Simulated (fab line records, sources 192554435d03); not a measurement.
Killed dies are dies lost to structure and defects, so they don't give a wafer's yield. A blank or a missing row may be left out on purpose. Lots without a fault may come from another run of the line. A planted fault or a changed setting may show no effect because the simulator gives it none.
Chamber matching | flow n5_finfet | N5_BEOL_M2_PECVD_72 on pecvd-01: 3 sister chambers
The step deposits SiO2 from TEOS/O2, target thk 16 nm, time 18 s. 6 wafers are shown with their chamber, then 7 later ones without.

WAFERS WITH THEIR CHAMBER
wafer  | chamber | throttle_valve_pct (%) | showerhead_plenum_p_Torr (Torr)
L306.5 | 0       | 22.6                   | 8.65
L306.6 | 1       | 22.5                   | 8.74
L308.1 | 1       | 22.6                   | 8.73
L308.4 | 2       | 20.1                   | 8.77
L309.1 | 0       | 22.2                   | 8.65
L309.2 | 2       | 19.9                   | 8.80

WAFERS WITHOUT THEIR CHAMBER
wafer  | throttle_valve_pct (%) | showerhead_plenum_p_Torr (Torr)
L309.5 | 22.8                   | 8.64
L318.1 | 22.3                   | 8.75
L318.3 | 22.7                   | 8.63
L318.4 | 22.8                   | 8.62
L319.2 | 20.0                   | 8.74
L319.3 | 22.3                   | 8.73
L319.4 | 22.6                   | 8.65

WHICH CHAMBER EACH WENT THROUGH
wafer  | from the rows above | in truth
L309.5 | 0                   | 0
L318.1 | 1                   | 1
L318.3 | 0                   | 0
L318.4 | 0                   | 0
L319.2 | 2                   | 2
L319.3 | 1                   | 1
L319.4 | 0                   | 0
Placed correctly: 7 of 7. Can't be placed from these rows: 0. Placed wrongly: 0.
How it was worked out, from the rows above alone: a wafer's distance from a chamber is the root of the sum, over the readings, of the square of ((its reading less the chamber's mean) divided by the reading's scatter). The wafer belongs to the nearest chamber; if the next one is less than 2 further off, it can't be placed. A chamber's mean is the mean of its shown wafers. The scatter: the root of (the sum of the squares of (reading less its chamber's mean) over the shown wafers, divided by (wafers less chambers)).
